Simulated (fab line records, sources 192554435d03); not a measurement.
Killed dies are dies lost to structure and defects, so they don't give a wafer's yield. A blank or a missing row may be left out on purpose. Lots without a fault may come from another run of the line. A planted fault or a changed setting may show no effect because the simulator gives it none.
Which tool did it? | flow n5_finfet | 12 lots, 32 wafers sampled, at 2 steps of a route of 1938

WHAT THE GAUGES READ, wafer by wafer
N5_PASSIVATION_OVL_MEAS_60. Usual: TV_OVL 0 nm, standard deviation 4.8.
lot  | measured     | on         | TV_OVL (nm) | flag
L265 | day 11 17:53 | overlay-02 | 2 -4 6      |
L266 | day 12 06:02 | overlay-01 | 4 -1        |
L267 | day 12 06:14 | overlay-02 | 1 0         |
L268 | day 12 15:05 | overlay-02 | -1 1        |
L269 | day 12 19:04 | overlay-02 | 2 2 -2      |
L271 | day 13 05:43 | overlay-02 | 1 -2 -1     |
L272 | day 13 16:42 | overlay-01 | 5 1         |
L278 | day 15 04:45 | overlay-01 | 13 6 4      |
L277 | day 15 04:55 | overlay-01 | -5 2 -2     |
L281 | day 16 03:17 | overlay-02 | 6 10 4      |
L285 | day 17 02:53 | overlay-02 | -5 -4 1     |
L288 | day 17 18:17 | overlay-01 | 5 1 10      |

WHICH TOOL RAN EACH LOT (tool, then ch and the chambers of the sampled wafers, then the start)
lot  | N5_BEOL_M13_ECD_47
L265 | ecd_cu-02 ch 0,1, day 10 12:30
L266 | ecd_cu-01 ch 1, day 11 03:19
L267 | ecd_cu-01 ch 1, day 11 07:00
L268 | ecd_cu-02 ch 0,1, day 11 20:19
L269 | ecd_cu-01 ch 1, day 11 23:42
L271 | ecd_cu-01 ch 0,1, day 12 11:07
L272 | ecd_cu-02 ch 0,1, day 12 20:23
L278 | ecd_cu-01 ch 0,1, day 14 06:46
L277 | ecd_cu-01 ch 0,1, day 14 07:51
L281 | ecd_cu-02 ch 0,1, day 15 05:50
L285 | ecd_cu-02 ch 0,1, day 16 05:04
L288 | ecd_cu-02 ch 0,1, day 16 22:27
- N5_BEOL_M13_ECD_47: material Cu, target thk 936 nm.

WHAT THE TOOLS THEMSELVES READ (means of the sampled wafers that have a number; where no wafer has one, the mark that the record gives instead)
The record holds no such reading with a usual standard deviation.

THE ANSWER, worked out from the rows above alone
Rule: a lot is off if the mean of its wafers that have a number lies more than 3 standard deviations from the usual mean. A lot without any number at a reading at which 4 lots or more have one is off too. The other lots that the step has rows for count as sound. The gauges are gone through in route order, then the tools' own readings, and for those a lot's mean is taken as printed above. The first step at which some lot is off is used, and at that step the reading that is off furthest; a lot without a number counts as furthest.
No lot is off at any reading shown: from this, nothing can be told.

WHAT THE SIMULATOR HAD PUT IN
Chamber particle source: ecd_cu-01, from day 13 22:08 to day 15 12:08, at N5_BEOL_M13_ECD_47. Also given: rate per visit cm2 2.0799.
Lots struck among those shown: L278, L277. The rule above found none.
